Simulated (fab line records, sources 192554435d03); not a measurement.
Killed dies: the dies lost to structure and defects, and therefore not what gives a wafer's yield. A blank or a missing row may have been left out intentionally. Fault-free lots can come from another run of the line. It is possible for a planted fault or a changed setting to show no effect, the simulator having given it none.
fab line records    flow n5_finfet
record lots=7  wafers=39
route steps=1938 shown FIN_SAQP@96 DUMMY_GATE@220 HKMG_FIN@413 MOL_CONTACT_COAG@532 BEOL_M0_SAQP@676 BEOL_M0_CUTY@711 BEOL_M0@715
start_h: start of the lot's first displayed wafer, in hours after the record's first day    wait_h: hours since the lot's step before    " unchanged from the row above    L1.1+2: a single row standing in for several wafers    - either no value or no given start    * or withheld: withheld    < > ~ a bound
route shown NAME@n: names a module that has steps shown in the file, with the first one's number in the route    usual: mean/standard deviation taken from wafers without a fault    same: alike in all rows    chamber/n: place in a boat    sites: each site's reading    _std_site: how widely they spread, as a standard deviation    _edge_site: inner sites' mean taken away from outer sites' mean    radius_mm: how far each site lies from the wafer's centre    mask NAME#n: copy n    behind: the tool/chamber that last shaped the wafer    hold: reason for holding the lot/hours on hold/outcome of the hold    device: transistor that didn't switch, given as n, p or np    end of line: tests of these same wafers at the route's end    a step given without rows: its recipe and nothing more    killed: not the wafer's yield, but the dies lost to structure and defects at the first sort    map: shows each die of a wafer: x if killed, . if not, _ if none is there
set.NAME: the setting as run; set.NAME@STEP: as run at that earlier step    model.NAME: the simulator's own value behind a step, which no gauge read
lots run with intentionally changed settings; tables by step, rows by wafer
## steps
# step N5_FIN_SAQP_HM_DEP_03
# recipe material=SiNx  target_thk_a=380  temp_c=400  precursor=SiH4/NH3/N2  pressure_torr=1.5  rf_w=300  time_s=33.6
lot.wafer  tool      chamber  start_h  wait_h  set.time_s  model.SiNx_of_FIN_SAQP_HM_DEP_03.thk_nm
L074.1     pecvd-03  0        21.34    0.2     44.3        49.68
L074.2     "         2        "        "       33.6        36.85
L074.3     "         1        "        "       44.3        50.06
L074.4     "         0        "        "       33.6        38.34
L074.5     "         2        "        "       44.3        49.63
L074.6     "         1        "        "       33.6        38.3
L079.1     pecvd-01  1        50.95    0.2     33.6        37.51
L079.2     "         0        "        "       33.6        36.96
L079.4     "         1        "        "       33.6        38.33
L082.1     pecvd-02  2        69.26    0.2     33.6        38.22
L082.2     "         1        "        "       33.6        38
L082.3     "         0        "        "       53.54       59.51
L082.4     "         0        "        "       53.54       59.64
L082.5     "         2        "        "       53.54       61.22
L082.6     "         1        "        "       33.6        38.46
L085.1     pecvd-01  1        87.27    0.2     33.6        37.41
L085.2     "         0        "        "       52.42       58.07
L085.3     "         1        "        "       52.42       59.2
L085.4     "         0        "        "       52.42       58.83
L085.5     "         0        "        "       33.6        37.4
L085.6     "         1        "        "       33.6        38.06
L087.1     pecvd-02  1        98.99    0.2     33.6        37.91
L087.2     "         0        "        "       33.6        36.55
L087.3     "         2        "        "       33.6        38.6
L087.4     "         2        "        "       33.6        39.13
L087.5     "         0        "        "       33.6        38.07
L087.6     "         1        "        "       33.6        38.24
L096.1     pecvd-02  1        152.46   0.2     47.83       53.69
L096.2     "         0        "        "       47.83       53.5
L096.3     "         2        "        "       33.6        39.18
L096.4     "         1        "        "       33.6        39.2
L096.5     "         2        "        "       33.6        38.87
L096.6     "         0        "        "       47.83       53.98
L097.1     pecvd-01  2        159.15   0.2     33.6        37.71
L097.2     "         0        "        "       33.6        37.4
L097.3     "         1        "        "       47.18       52.74
L097.4     "         0        "        "       47.18       53.56
L097.5     "         2        "        "       47.18       54.01
L097.6     "         1        "        "       33.6        38.5
# step N5_FIN_SAQP_THK_MEAS_05
# usual thk_nm=38.0/0.64
lot.wafer  tool           chamber  start_h  wait_h  set.time_s@FIN_SAQP_HM_DEP_03  thk_nm
L074.1     film_metro-01  -        21.43    0.1     44.3                           49.7
L074.2     "              -        "        "       33.6                           36.9
L074.3     "              -        "        "       44.3                           50.1
L074.4     "              -        "        "       33.6                           38.3
L074.5     "              -        "        "       44.3                           49.6
L074.6     "              -        "        "       33.6                           38.3
L079.1     film_metro-01  -        51.07    0.1     33.6                           37.5
L079.2     "              -        "        "       33.6                           36.9
L079.4     "              -        "        "       33.6                           38.3
L082.1     film_metro-01  -        69.35    0.1     33.6                           38.2
L082.2     "              -        "        "       33.6                           38.0
L082.3     "              -        "        "       53.54                          59.5
L082.4     "              -        "        "       53.54                          59.6
L082.5     "              -        "        "       53.54                          61.2
L082.6     "              -        "        "       33.6                           38.5
L085.1     film_metro-01  -        87.39    0.1     33.6                           37.4
L085.2     "              -        "        "       52.42                          58.0
L085.3     "              -        "        "       52.42                          59.2
L085.4     "              -        "        "       52.42                          58.8
L085.5     "              -        "        "       33.6                           37.4
L085.6     "              -        "        "       33.6                           38.1
L087.1     film_metro-01  -        99.08    0.1     33.6                           37.9
L087.2     "              -        "        "       33.6                           36.5
L087.3     "              -        "        "       33.6                           38.6
L087.4     "              -        "        "       33.6                           39.2
L087.5     "              -        "        "       33.6                           38.1
L087.6     "              -        "        "       33.6                           38.2
L096.1     film_metro-01  -        152.54   0.1     47.83                          53.7
L096.2     "              -        "        "       47.83                          53.6
L096.3     "              -        "        "       33.6                           39.2
L096.4     "              -        "        "       33.6                           39.2
L096.5     "              -        "        "       33.6                           38.9
L096.6     "              -        "        "       47.83                          54.0
L097.1     film_metro-02  -        159.23   0.1     33.6                           37.6
L097.2     "              -        "        "       33.6                           37.3
L097.3     "              -        "        "       47.18                          52.7
L097.4     "              -        "        "       47.18                          53.5
L097.5     "              -        "        "       47.18                          54.0
L097.6     "              -        "        "       33.6                           38.5
# step N5_FIN_SAQP_PECVD_47
# recipe material=a-Si  target_thk_a=450  temp_c=400  precursor=SiH4/He  pressure_torr=3  rf_w=100  time_s=36.3
# step N5_FIN_SAQP_PECVD_48
# recipe material=SiNx  target_thk_a=250  temp_c=400  precursor=SiH4/NH3/N2  pressure_torr=1.5  rf_w=300  time_s=22.1
# step N5_FIN_SAQP_MANDREL2_REMOVE_60
# recipe chemistry=HBr/Cl2/O2  bt_time_s=10  target=a-Si  stop_on=SiNx  endpoint=OES-SiCl  over_etch_frac=1  icp_w=600  bias_w=22  HBr_flow_sccm=150  Cl2_flow_sccm=80  O2_flow_sccm=5  pressure_mtorr=10
# step N5_FIN_SAQP_HM_OPEN_33
# recipe chemistry=CH3F/O2  target=SiNx  mask_material=SiO2  target_depth_a=494  time_s=70.6  pressure_mtorr=30  source_w=395  bias_w=73  Ar_flow_sccm=150  CH3F_flow_sccm=30  O2_flow_sccm=20  ion_energy_ev=120  ends=cleared
# usual etch_rf_on_time_s=70.4/1.9
lot.wafer  tool         chamber  start_h  wait_h  set.time_s@FIN_SAQP_HM_DEP_03  etch_rf_on_time_s  model.etch.depth_nm
L074.1     rie_diel-02  3        26.26    0.0     44.3                           92.8               49.05
L074.2     "            1        "        "       33.6                           69.1               36.22
L074.3     "            2        "        "       44.3                           91.2               49.44
L074.4     "            0        "        "       33.6                           71.3               37.71
L074.5     "            3        "        "       44.3                           92.3               49.01
L074.6     "            0        "        "       33.6                           71.3               37.67
L079.1     rie_diel-02  3        55.87    0.2     33.6                           70.1               36.89
L079.2     "            1        "        "       33.6                           68.6               36.17
L079.4     "            2        "        "       33.6                           68.1               37.56
L082.1     rie_diel-02  1        74.03    0.0     33.6                           71.5               37.6
L082.2     "            2        "        "       33.6                           69.3               37.37
L082.3     "            3        "        "       53.54                          112.4              58.88
L082.4     "            0        "        "       53.54                          112.4              59.01
L082.5     "            3        "        "       53.54                          114.4              60.59
L082.6     "            2        "        "       33.6                           69.4               37.83
L085.1     rie_diel-06  0        94.44    0.0     33.6                           70.3               36.78
L085.2     "            1        "        "       52.42                          108.9              57.44
L085.3     "            2        "        "       52.42                          110.1              58.57
L085.4     "            0        "        "       52.42                          111.8              58.2
L085.5     "            1        "        "       33.6                           70.3               36.77
L085.6     "            2        "        "       33.6                           70.0               37.43
L087.1     rie_diel-02  0        103.97   0.0     33.6                           71.2               37.28
L087.2     "            2        "        "       33.6                           65.4               35.92
L087.3     "            3        "        "       33.6                           71.9               37.98
L087.4     "            1        "        "       33.6                           72.4               38.5
L087.5     "            2        "        "       33.6                           68.4               37.45
L087.6     "            1        "        "       33.6                           71.1               37.61
L096.1     rie_diel-06  0        157.52   0.0     47.83                          102.1              53.06
L096.2     "            2        "        "       47.83                          99.7               52.88
L096.3     "            1        "        "       33.6                           74.0               38.55
L096.4     "            1        "        "       33.6                           74.3               38.57
L096.5     "            2        "        "       33.6                           72.8               38.25
L096.6     "            0        "        "       47.83                          101.9              53.35
L097.1     rie_diel-06  2        165.49   0.5     33.6                           70.2               37.08
L097.2     "            0        "        "       33.6                           70.6               36.77
L097.3     "            1        "        "       47.18                          100.1              52.11
L097.4     "            2        "        "       47.18                          100.3              52.93
L097.5     "            1        "        "       47.18                          103.1              53.38
L097.6     "            0        "        "       33.6                           72.3               37.87
# step N5_DUMMY_GATE_HM_DEP_06
# recipe material=SiNx  target_thk_a=800  precursor=DCS/NH3  temp_c=700  pressure_mtorr=300  time_s=5141
lot.wafer  tool      chamber  start_h  wait_h  set.target_thk_a  model.SiNx_of_DUMMY_GATE_HM_DEP_06.thk_nm
L074.1+3   -         -        -        0.0     1048              105
L074.2     "         -        "        "       1048              104.4
L074.4+5   "         -        "        "       1048              104.8
L074.6     "         -        "        "       1048              104.6
L079.1     lpcvd-01  1/40     73.70    0.0     800               80.8
L079.2     "         1/45     "        "       800               81
L079.4     "         1/54     "        "       800               80.4
L082.1     -         -        -        0.0     612.1             60.6
L082.2     "         -        "        "       612.1             60.8
L082.3     "         -        "        "       612.1             60.4
L082.4     "         -        "        "       612.1             61
L082.5     "         -        "        "       612.1             61.6
L082.6     "         -        "        "       612.1             61.2
L085.1+2   -         -        -        0.0     449.8             46.2
L085.3     "         -        "        "       449.8             46
L085.4     "         -        "        "       449.8             46.6
L085.5     "         -        "        "       449.8             46.4
L085.6     "         -        "        "       449.8             45.6
L087.1     -         -        -        0.0     1147              115.4
L087.2+3   "         -        "        "       1147              114.4
L087.4+6   "         -        "        "       1147              114.8
L087.5     "         -        "        "       1147              114.6
L096.1+2   -         -        -        0.0     800               79.2
L096.3     "         -        "        "       800               79
L096.4     "         -        "        "       800               78.6
L096.5     "         -        "        "       800               80
L096.6     "         -        "        "       800               78.8
L097.1     -         -        -        0.0     489.5             48
L097.2     "         -        "        "       489.5             48.4
L097.3+5   "         -        "        "       489.5             48.8
L097.4     "         -        "        "       489.5             49
L097.6     "         -        "        "       489.5             48.2
# step N5_HKMG_FIN_CVD_62
# recipe material=a-Si  target_thk_a=30  temp_c=500  precursor=Si2H6  pressure_torr=1  time_s=20.8
lot.wafer     tool               chamber  start_h  wait_h  set.time_s  model.a-Si_of_HKMG_FIN_CVD_62.thk_nm
L074.1+4+6    thermal_cvd_si-02  0,2,0    74.62    0.2     20.8        3
L074.2+3+5    "                  1,2,1    "        "       20.8        2.8
L079.1+4      thermal_cvd_si-01  2,0      107.54   0.2     20.8        3
L079.2        "                  1        "        "       20.8        2.8
L082.1+2+3+5  thermal_cvd_si-02  0,1,2,2  121.31   0.2     20.8        2.8
L082.4+6      "                  1,0      "        "       20.8        3
L085.1+2      thermal_cvd_si-01  2,0      142.64   0.2     30.14       4.4
L085.3+4+5    "                  1,1,2    "        "       20.8        3
L085.6        "                  0        "        "       30.14       4.6
L087.1+3+4    thermal_cvd_si-01  2,0,1    152.53   0.2     8.907       1.4
L087.2+5      "                  1,0      "        "       20.8        3
L087.6        "                  2        "        "       20.8        3.2
L096.1+2+4    thermal_cvd_si-02  1,0,0    207.19   0.2     20.8        2.8
L096.3+5      "                  2        "        "       20.8        3
L096.6        "                  1        "        "       20.8        2.6
L097.1+3+4    thermal_cvd_si-01  0,1,0    214.96   0.2     20.8        3.2
L097.2+5+6    "                  2,2,1    "        "       20.8        3
# step N5_MOL_CONTACT_COAG_ETCH_106
# recipe chemistry=N2/H2  target=SOC  target_depth_a=800  overetch_a=160  mask_material=SiARC  temp_c=40  time_s=120  ion_energy_ev=200  pressure_mtorr=30  source_w=840  bias_w=150  n2_flow_sccm=200  h2_flow_sccm=200
lot.wafer  tool         chamber  start_h  wait_h  set.target_depth_a  model.etch.depth_nm  model.SiARC_of_MOL_CONTACT_COAG_COAT_104.thk_nm
L074.1     rie_diel-02  3        89.19    0.0     800                 80.26                6.6
L074.2     "            0        "        "       800                 80.07                6.6
L074.3     "            1        "        "       800                 80.25                6.8
L074.4     "            2        "        "       526.3               68.39                8
L074.5     "            3        "        "       526.3               64.54                8
L074.6     "            0        "        "       526.3               66.01                8.2
L079.1     rie_diel-02  1        122.70   0.0     800                 79.98                6.8
L079.2     "            2        "        "       800                 79.98                6.4
L079.4     "            0        "        "       800                 80.22                6.6
L082.1     rie_diel-02  0        135.82   0.0     357.4               50.42                9
L082.2     "            3        "        "       800                 79.94                6.6
L082.3     "            2        "        "       800                 80.08                6.4
L082.4     "            2        "        "       357.4               51.99                9
L082.5     "            3        "        "       357.4               48.37                9
L082.6     "            0        "        "       800                 79.85                6.4
L085.1     rie_diel-06  0        156.68   0.0     800                 79.58                6.4
L085.2     "            1        "        "       800                 79.61                6.6
L085.3     "            2        "        "       1057                79.66                5.2
L085.4     "            0        "        "       1057                79.53                5
L085.5     "            1        "        "       800                 79.79                6.6
L085.6     "            2        "        "       1057                79.92                5
L087.1     rie_diel-06  0        166.78   0.0     800                 80                   6.4
L087.2     "            1        "        "       800                 80.03                6.6
L087.3     "            2        "        "       1112                79.85                4.8
L087.4     "            1        "        "       1112                80.3                 4.8
L087.5     "            2        "        "       800                 80.14                6.6
L087.6     "            0        "        "       1112                80.1                 4.6
L096.1     rie_diel-02  0        222.04   0.0     800                 79.68                6.8
L096.2     "            1        "        "       800                 79.47                6.6
L096.3     "            3        "        "       800                 79.42                6.4
L096.4     "            0        "        "       800                 79.56                6.6
L096.5     "            3        "        "       800                 79.59                6.6
L096.6     "            0        "        "       800                 79.48                6.6
L097.1     rie_diel-04  2        228.60   0.0     800                 80.01                6.4
L097.2     "            3        "        "       800                 80.13                6
L097.3     "            0        "        "       977.9               79.96                5.6
L097.4     "            1        "        "       800                 79.74                6.4
L097.5     "            3        "        "       977.9               79.89                4.8
L097.6     "            2        "        "       977.9               79.66                5.4
# step N5_BEOL_M0_SAQP_SPACER2_ALD_26
# recipe material=SiO2  target_thk_a=150  temp_c=300  ald_precursor_family=BDEAS  ald_co_reactant=O2-plasma  pulse_time_s=1  purge_time_s=2  co_reactant_purge_time_s=2  pressure_torr=2
lot.wafer         tool        chamber      start_h  wait_h  set.target_thk_a  model.SiO2_of_BEOL_M0_SAQP_SPACER2_ALD_26.thk_nm
L074.1+5          ald_sin-04  1,3          114.71   0.1     72.45             7.2
L074.2+3+6        "           3,0,0        "        "       150               15
L074.4            "           2            "        "       72.45             7.4
L079.1+2+4        ald_sin-04  3,0,1        144.22   0.2     150               14.8
L082.1+2+3        ald_sin-01  3,0,2        154.92   0.1     79.16             7.8
L082.4+5+6        "           1,0,3        "        "       150               15
L085.1+2          ald_sin-04  2,1          178.92   0.2     150               15
L085.3            "           3            "        "       150               15.2
L085.4+5+6        "           0,1,2        "        "       102.6             10.2
L087.1+2+3+4+5+6  ald_sin-03  1,0,2,3,1,0  191.28   0.1     150               15
L096.1            ald_sin-04  3            248.16   0.1     150               15.2
L096.2+4+6        "           1,0,1        "        "       99.07             9.8
L096.3+5          "           2            "        "       150               15
L097.1+2+3+6      ald_sin-01  2,1,3,3      249.36   0.1     150               15
L097.4+5          "           0,2          "        "       150               14.8
# step N5_BEOL_M0_SAQP_SPACER2_ETCHBACK_27
# recipe chemistry=CHF3/O2  mode=anisotropic_etchback  target=SiO2  target_depth_a=225  time_s=11.25  pressure_mtorr=30  source_w=650  bias_w=170  Ar_flow_sccm=200  CHF3_flow_sccm=50  O2_flow_sccm=5  ion_energy_ev=200
# step N5_BEOL_M0_SAQP_MANDREL2_REMOVE_110
# recipe chemistry=HBr/Cl2/O2  bt_time_s=10  target=a-Si  stop_on=SiCN  endpoint=OES-SiCl  over_etch_frac=1  icp_w=600  bias_w=30  HBr_flow_sccm=150  Cl2_flow_sccm=80  O2_flow_sccm=5  pressure_mtorr=10
lot.wafer       tool       chamber    start_h  wait_h  set.target_thk_a@BEOL_M0_SAQP_SPACER2_ALD_26  model.BEOL_M0_SAQP.cd_nm
L074.1+5        rie_si-04  0,2        115.35   0.1     72.45                                         7.2
L074.2          "          2          "        "       150                                           15
L074.3+6        "          3          "        "       150                                           14.8
L074.4          "          0          "        "       72.45                                         7.4
L079.1+2        rie_si-04  3,1        144.86   0.1     150                                           14.8
L079.4          "          0          "        "       150                                           14.6
L082.1          rie_si-06  2          155.59   0.1     79.16                                         8
L082.2+3        "          0,3        "        "       79.16                                         7.8
L082.4+5        "          3,2        "        "       150                                           15
L082.6          "          0          "        "       150                                           14.8
L085.1          rie_si-04  3          179.57   0.1     150                                           14.8
L085.2          "          0          "        "       150                                           15
L085.3          "          2          "        "       150                                           15.2
L085.4+5        "          1,3        "        "       102.6                                         10.2
L085.6          "          0          "        "       102.6                                         10.4
L087.1+2+3+5+6  rie_si-04  0,2,1,3,2  191.92   0.1     150                                           15
L087.4          "          3          "        "       150                                           14.8
L096.1          rie_si-04  2          248.88   0.1     150                                           15
L096.2+4        "          1,0        "        "       99.07                                         9.6
L096.3+5        "          3,2        "        "       150                                           14.8
L096.6          "          1          "        "       99.07                                         9.8
L097.1+2+5      rie_si-06  1,0,1      250.04   0.1     150                                           15
L097.3+6        "          3,2        "        "       150                                           15.2
L097.4          "          2          "        "       150                                           14.8
# step N5_BEOL_M0_SAQP_CD_MEAS_29
# recipe target_cd_nm=14.4  landing_energy_ev=1000  detector=se_inlens
# usual cd_nm=14.96/0.25
lot.wafer  tool       chamber  start_h  wait_h  set.target_thk_a@BEOL_M0_SAQP_SPACER2_ALD_26  cd_nm
L074.1     cd_sem-02  0        115.46   0.1     72.45                                         7.02
L074.2     "          0        "        "       150                                           15.31
L074.3     "          0        "        "       150                                           14.67
L074.4     "          0        "        "       72.45                                         7.55
L074.5     "          0        "        "       72.45                                         7.16
L074.6     "          0        "        "       150                                           14.65
L079.1     cd_sem-02  0        144.97   0.1     150                                           14.58
L079.2     "          0        "        "       150                                           14.60
L079.4     "          0        "        "       150                                           14.89
L082.1     cd_sem-01  0        155.70   0.1     79.16                                         -
L082.2     "          0        "        "       79.16                                         8.01
L082.3     "          0        "        "       79.16                                         7.95
L082.4     "          0        "        "       150                                           -
L082.5     "          0        "        "       150                                           -
L082.6     "          0        "        "       150                                           15.03
L085.1     cd_sem-02  0        179.68   0.1     150                                           14.89
L085.2     "          0        "        "       150                                           15.08
L085.3     "          0        "        "       150                                           15.31
L085.4     "          0        "        "       102.6                                         10.52
L085.5     "          0        "        "       102.6                                         10.30
L085.6     "          0        "        "       102.6                                         10.50
L087.1     cd_sem-03  0        192.03   0.1     150                                           15.28
L087.2     "          0        "        "       150                                           14.89
L087.3     "          0        "        "       150                                           14.76
L087.4     "          0        "        "       150                                           14.74
L087.5     "          0        "        "       150                                           14.56
L087.6     "          0        "        "       150                                           15.33
L096.1     cd_sem-03  0        248.99   0.1     150                                           14.88
L096.2     "          0        "        "       99.07                                         9.63
L096.3     "          0        "        "       150                                           14.96
L096.4     "          0        "        "       99.07                                         9.62
L096.5     "          0        "        "       150                                           14.99
L096.6     "          0        "        "       99.07                                         9.83
L097.1     cd_sem-01  0        250.15   0.1     150                                           15.14
L097.2     "          0        "        "       150                                           15.06
L097.3     "          0        "        "       150                                           15.15
L097.4     "          0        "        "       150                                           14.87
L097.5     "          0        "        "       150                                           14.86
L097.6     "          0        "        "       150                                           15.11
# step N5_BEOL_M0_SAQP_COAT_69
# recipe resist=SOC  temp_c=250  time_s=60  spin_rpm=1500  resist_thk_nm=90
# step N5_BEOL_M0_SAQP_COAT_72
# recipe resist=SiARC  temp_c=220  time_s=60  spin_rpm=1500  resist_thk_nm=15
# step N5_BEOL_M0_CUTY_DESCUM_61
# recipe chemistry=O2  time_s=7.9  source_power_w=50  bias_power_w=20  pressure_mtorr=20  rf_frequency_hz=2.712e+07  temp_c=40  resist=CAR-ArF-block  o2_flow_sccm=225
# step N5_BEOL_M0_CUTY_ETCH_62
# recipe chemistry=CF4  target=SiARC  mask_material=CAR-ArF-block  time_s=58.5  ion_energy_ev=80  pressure_mtorr=40  source_w=545  bias_w=36  Ar_flow_sccm=100  cf4_flow_sccm=100  ends=cleared
# step N5_BEOL_M0_CUTY_ETCH_63
# recipe chemistry=N2/H2  target=SOC  target_depth_a=827  overetch_a=165  mask_material=SiARC  temp_c=40  ion_energy_ev=200  time_s=124  pressure_mtorr=30  source_w=840  bias_w=150  n2_flow_sccm=200  h2_flow_sccm=200
lot.wafer     tool         chamber  start_h  wait_h  set.target_thk_a@BEOL_M0_SAQP_SPACER2_ALD_26  model.SiO2_of_BEOL_M0_SAQP_SPACER2_ALD_26.thk_nm
L074.1+4+5    rie_diel-02  1,3,3    117.65   0.0     72.45                                         1.6
L074.2+3+6    "            2,0,0    "        "       150                                           7.2
L079.1        rie_diel-02  3        147.17   0.0     150                                           7.2
L079.2+4      "            2,3      "        "       150                                           7
L082.1+2+3    rie_diel-02  2,3,0    157.61   0.0     79.16                                         1.6
L082.4+6      "            0,3      "        "       150                                           7.2
L082.5        "            2        "        "       150                                           7
L085.1+2      rie_diel-06  2,0      182.14   0.0     150                                           7.2
L085.3        "            1        "        "       150                                           7.4
L085.4+5+6    "            1,2,0    "        "       102.6                                         2.6
L087.1+3+6    rie_diel-02  1,0,1    195.63   0.0     150                                           7.2
L087.2        "            3        "        "       150                                           7.4
L087.4+5      "            2        "        "       150                                           7
L096.1+5      rie_diel-04  1,2      250.83   0.0     150                                           7.2
L096.2+6      "            0,3      "        "       99.07                                         2.6
L096.3        "            3        "        "       150                                           6.8
L096.4        "            2        "        "       99.07                                         2.4
L097.1+3      rie_diel-06  1,2      253.37   0.0     150                                           7.4
L097.2+4+5+6  "            3,0,1,0  "        "       150                                           7.2
# step N5_BEOL_M0_CUTY_STRIP_64
# recipe chemistry=N2/H2  temp_c=40  n2_flow_sccm=200  h2_flow_sccm=200  rf_frequency_hz=6e+07
# step N5_BEOL_M0_ETCH_138
# recipe chemistry=CH3F/O2  target_depth_a=120  target=SiCN  time_s=31.6  ion_energy_ev=120  pressure_mtorr=30  source_w=395  bias_w=75  Ar_flow_sccm=150  CH3F_flow_sccm=30  O2_flow_sccm=20  ends=cleared
lot.wafer   tool         chamber  start_h  wait_h  set.target_thk_a@BEOL_M0_SAQP_SPACER2_ALD_26  model.SiO2_of_BEOL_M0_SAQP_SPACER2_ALD_26.thk_nm
L074.1+4+5  rie_diel-02  1,3,3    117.77   0.0     72.45                                         0.8
L074.2+3+6  "            2,0,0    "        "       150                                           5.2
L079.1+2+4  rie_diel-02  3,2,3    147.29   0.0     150                                           5.2
L082.1+2+3  rie_diel-02  2,3,0    157.73   0.0     79.16                                         0.8
L082.4+6    "            0,3      "        "       150                                           5.2
L082.5      "            2        "        "       150                                           5
L085.1+2+3  rie_diel-06  2,0,1    182.27   0.0     150                                           5.4
L085.4+5+6  "            1,2,0    "        "       102.6                                         1.2
L087.1+2    rie_diel-02  1,3      195.75   0.0     150                                           5.4
L087.3+5+6  "            0,2,1    "        "       150                                           5.2
L087.4      "            2        "        "       150                                           5
L096.1      rie_diel-04  1        250.95   0.0     150                                           5.4
L096.2+4+6  "            0,2,3    "        "       99.07                                         1.2
L096.3      "            3        "        "       150                                           5
L096.5      "            2        "        "       150                                           5.2
L097.1+3    rie_diel-06  1,2      253.49   0.0     150                                           5.4
L097.2+5+6  "            3,1,0    "        "       150                                           5.2
L097.4      "            0        "        "       150                                           5
# step N5_BEOL_M0_HM_OPEN_105
# recipe chemistry=Cl2/BCl3  target_depth_a=120  target=TiN  ion_energy_ev=150  pressure_mtorr=10  icp_w=1000  bias_w=126  Cl2_flow_sccm=53.25  bcl3_flow_sccm=21.75  Ar_flow_sccm=25
lot.wafer   tool          chamber  start_h  wait_h  set.target_thk_a@BEOL_M0_SAQP_SPACER2_ALD_26  model.SiO2_of_BEOL_M0_SAQP_SPACER2_ALD_26.thk_nm
L074.1+4+5  rie_metal-02  0,1,0    119.86   2.1     72.45                                         0.4
L074.2      "             1        "        "       150                                           2.8
L074.3      "             0        "        "       150                                           3
L074.6      "             1        "        "       150                                           2.6
L079.1      rie_metal-02  0        147.60   0.3     150                                           3
L079.2+4    "             0        "        "       150                                           2.8
L082.1+2+3  rie_metal-01  0,1,1    159.88   2.1     79.16                                         0.4
L082.4+6    "             0,1      "        "       150                                           2.8
L082.5      "             0        "        "       150                                           2.6
L085.1      rie_metal-02  1        186.97   4.7     150                                           2.8
L085.2+3    "             0,1      "        "       150                                           3
L085.4+5+6  "             0,0,1    "        "       102.6                                         0.6
L087.1+3+6  rie_metal-01  1,0,0    195.85   0.1     150                                           2.8
L087.2      "             0        "        "       150                                           3
L087.4+5    "             1        "        "       150                                           2.6
L097.1+3    rie_metal-01  0,1      253.91   0.4     150                                           3
L097.2+5+6  "             1,0,1    "        "       150                                           2.8
L097.4      "             0        "        "       150                                           2.6
L096.1      rie_metal-02  0        254.17   3.2     150                                           3
L096.2+4+6  "             0        "        "       99.07                                         0.6
L096.3      "             0        "        "       150                                           2.6
L096.5      "             0        "        "       150                                           2.8
## key
split step=N5_FIN_SAQP_HM_DEP_03  setting=time_s  stated=33.6  by=wafer
response step=N5_FIN_SAQP_HM_DEP_03  reading=model.SiNx_of_FIN_SAQP_HM_DEP_03.thk_nm  change=+0.37  per=1%  r=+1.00
response step=N5_FIN_SAQP_THK_MEAS_05  reading=thk_nm  change=*  per=1%  r=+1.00
response step=N5_FIN_SAQP_HM_OPEN_33  reading=etch_rf_on_time_s  change=*  per=1%  r=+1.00
response step=N5_FIN_SAQP_HM_OPEN_33  reading=model.etch.depth_nm  change=+0.37  per=1%  r=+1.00
split step=N5_DUMMY_GATE_HM_DEP_06  setting=target_thk_a  stated=800  by=lot
response step=N5_DUMMY_GATE_HM_DEP_06  reading=model.SiNx_of_DUMMY_GATE_HM_DEP_06.thk_nm  change=+0.796  per=1%  r=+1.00
split step=N5_HKMG_FIN_CVD_62  setting=time_s  stated=20.8  by=wafer
response step=N5_HKMG_FIN_CVD_62  reading=model.a-Si_of_HKMG_FIN_CVD_62.thk_nm  change=+0.0305  per=1%  r=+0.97
split step=N5_MOL_CONTACT_COAG_ETCH_106  setting=target_depth_a  stated=800  by=wafer
response step=N5_MOL_CONTACT_COAG_ETCH_106  reading=model.etch.depth_nm  shape=bent  at_lowest=50.26  at_stated=79.87  at_highest=80.08
response step=N5_MOL_CONTACT_COAG_ETCH_106  reading=model.SiARC_of_MOL_CONTACT_COAG_COAT_104.thk_nm  change=-0.045  per=1%  r=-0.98
split step=N5_BEOL_M0_SAQP_SPACER2_ALD_26  setting=target_thk_a  stated=150  by=wafer
response step=N5_BEOL_M0_SAQP_SPACER2_ALD_26  reading=model.SiO2_of_BEOL_M0_SAQP_SPACER2_ALD_26.thk_nm  change=+0.152  per=1%  r=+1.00
response step=N5_BEOL_M0_SAQP_MANDREL2_REMOVE_110  reading=model.BEOL_M0_SAQP.cd_nm  change=+0.149  per=1%  r=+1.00
response step=N5_BEOL_M0_SAQP_CD_MEAS_29  reading=cd_nm  change=+0.149  per=1%  r=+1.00
response step=N5_BEOL_M0_CUTY_ETCH_63  reading=model.SiO2_of_BEOL_M0_SAQP_SPACER2_ALD_26.thk_nm  change=+0.121  per=1%  r=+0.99
response step=N5_BEOL_M0_ETCH_138  reading=model.SiO2_of_BEOL_M0_SAQP_SPACER2_ALD_26.thk_nm  change=+0.0993  per=1%  r=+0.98
response step=N5_BEOL_M0_HM_OPEN_105  reading=model.SiO2_of_BEOL_M0_SAQP_SPACER2_ALD_26.thk_nm  change=+0.0542  per=1%  r=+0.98
